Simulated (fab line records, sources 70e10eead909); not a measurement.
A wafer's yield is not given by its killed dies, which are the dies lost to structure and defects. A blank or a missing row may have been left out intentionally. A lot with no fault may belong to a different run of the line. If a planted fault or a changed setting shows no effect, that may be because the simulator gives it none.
Matching of chambers ; flow nandHarc ; 4 sister chambers for NHARC_A_CONTACT_ETCH_91 on rieDiel-11
The step etches the open film in CH3F/O2, target depth 40 nm, time 85.7 s. 14 wafers are shown with their chamber, then 7 later ones without.

WAFERS WITH THEIR CHAMBER
wafer;chamber;drypumpMotorCurrentA (A);showerheadPlenumPTorr (Torr);ch3fFlowSccm (sccm)
L074.3;2;6.0;2.51;49.94
L074.5;2;6.1;2.51;50.09
L074.6;1;6.2;2.55;50.04
L077.2;0;6.4;2.52;50.16
L077.5;3;5.0;2.42;50.38
L077.6;0;6.4;2.52;49.93
L078.1;1;6.2;2.54;50.13
L078.4;3;5.0;2.42;50.26
L078.6;0;6.3;2.52;49.94
L083.2;1;6.2;2.54;50.20
L083.4;2;6.1;2.50;50.10
L083.5;0;6.3;2.51;50.04
L081.1;1;6.2;2.54;50.02
L081.3;2;6.1;2.50;50.17

SIGNATURES (means of the wafers above)
reading;chamber 0;chamber 1;chamber 2;chamber 3;scatter within a chamber
drypumpMotorCurrentA;6.350;6.200;6.075;5.000;0.0418
showerheadPlenumPTorr;2.5175;2.5425;2.5050;2.4200;0.005
ch3fFlowSccm;50.0175;50.0975;50.0750;50.3200;0.0952
Rule: for each reading, subtract the chamber's mean from the wafer's reading, divide by that reading's scatter and square the result; add these up over the readings and take the root, which gives the wafer's distance from the chamber. If the next closest chamber is less than 2 further off than the closest, the wafer can't be placed; otherwise it belongs to the closest. The scatter: the root of (the sum of the squares of (reading less its chamber's mean) over the shown wafers, divided by (wafers less chambers)).

WAFERS WITHOUT THEIR CHAMBER
wafer;drypumpMotorCurrentA (A);showerheadPlenumPTorr (Torr);ch3fFlowSccm (sccm)
L081.6;6.3;2.51;49.86
L084.1;5.0;2.41;49.79
L084.2;6.1;2.50;49.89
L084.4;6.3;2.51;50.07
L087.1;5.0;2.41;50.05
L087.2;6.1;2.49;49.97
L087.3;6.3;2.50;49.95

WHICH CHAMBER EACH ONE RAN IN
wafer;from the rows above;in truth
L081.6;0;0
L084.1;3;3
L084.2;2;2
L084.4;0;0
L087.1;3;3
L087.2;2;2
L087.3;can't be placed: 0 or 2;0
Correct placement for 6 of the 7. Unplaceable from these rows: 1, with the true chamber sitting among the candidates in 1. Number placed wrongly: 0.
